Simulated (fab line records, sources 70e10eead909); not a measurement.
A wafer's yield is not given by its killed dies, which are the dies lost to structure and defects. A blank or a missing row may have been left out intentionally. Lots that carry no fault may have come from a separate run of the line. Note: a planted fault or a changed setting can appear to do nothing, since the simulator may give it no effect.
Code-filled problem report in 8D (eight disciplines) form | flow nand-harc | the parts of the form that need people (team, actions taken, sign-off) are left out

## 1. THE ISSUE
Wafers without a fault read 64, standard deviation 16; killed-at-array at NHARC_END_SORT_01 reads a mean of 668 on 4 wafers belonging to 3 lots. That puts it +38 standard deviations away from the usual mean.
Earliest sighting: wafer L957.3 on prober-01 at day 29 03:59. The record has a number at this step for 12 wafers belonging to 4 lots. Rule for "out", or "out of limits": more than 4 standard deviations from the usual mean. Any other wafer with a number is counted as sound.

## 2. WHAT IT IS; WHAT IT IS NOT
question                    | is                             | is not
which readings at this step | killed-at-array, killed-dies   | killed-at-other, killed-open, killed-short
which lots                  | L957, L959, L960               | L963
which wafers of those lots  | L957.3, L959.3, L960.3, L960.5 | L957.1, L957.6, L959.4, L959.6, L960.6
read on which gauges        | prober-01, prober-02           | -
when                        | from day 29 03:59              | up to then (1 sound wafer); but 7 sound wafers of L957, L959, L960, L963 came after

## 3. WHAT RULES OUT EACH SUSPECT
Counting: a tool at a process step up to the reading stays a suspect if it ran every lot that is out. Sound lots after the first of them don't rule it out here, since some wafers of a struck lot are sound.
- the gauge at NHARC_END_SORT_01: ruled out. The wafers that are out were read on 2 gauges (prober-01, prober-02).
- rie-diel-07 at NHARC_A_CONTACT_ETCH_51 (etches the open film in O2/COS, target depth 7000 nm, time 1820 s): kept. It ran every lot that is out, first L957 (day 26 02:04). Its own readings are out on those wafers: oes-product-au.
Remaining after the count: rie-diel-07 at NHARC_A_CONTACT_ETCH_51.

## 4. THE CAUSE (what the simulator had put in)
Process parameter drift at NHARC_A_CONTACT_ETCH_51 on rie-diel-07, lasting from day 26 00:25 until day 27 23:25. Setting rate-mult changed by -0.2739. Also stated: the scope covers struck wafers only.
Only this tool survived the counting.

## 5. THE CHAIN OF EFFECTS, in route order
Rows list readings where the struck wafers' mean (over those with a number) sits beyond 3 standard deviations from the usual. Scope: only readings with a usual standard deviation given in the record; hours: median across lots of the time from each lot's start at the first step in this table that gives one to its start at this step; sigmas: change in usual standard deviations.
hours | step                    | reading         | usual      | on struck wafers | change | sigmas
0     | NHARC_A_CONTACT_ETCH_51 | oes-product-au  | 1.002 a.u. | 0.834            | -0.168 | -20
74    | NHARC_END_SORT_01       | killed-at-array | 64         | 668              | +604   | +38
74    | NHARC_END_SORT_01       | killed-dies     | 69         | 674              | +604   | +36
The process steps in it:
- NHARC_A_CONTACT_ETCH_51: etches the open film in O2/COS, target depth 7000 nm, time 1820 s.

## 6. WHAT WOULD HAVE CAUGHT IT SOONER
The first out-of-limits reading at a measuring or inspecting step in this record came at day 29 03:59, 76 hours after the fault's start at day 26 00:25.
Tool's own readings at NHARC_A_CONTACT_ETCH_51, oes-product-au: out on all struck wafers the step has rows for; an alarm limit on them would have tripped on the first.
By day 29 03:59, every lot that is out (3) had started NHARC_A_CONTACT_ETCH_51 on rie-diel-07. Holding the tool at that point would not have protected any of them.
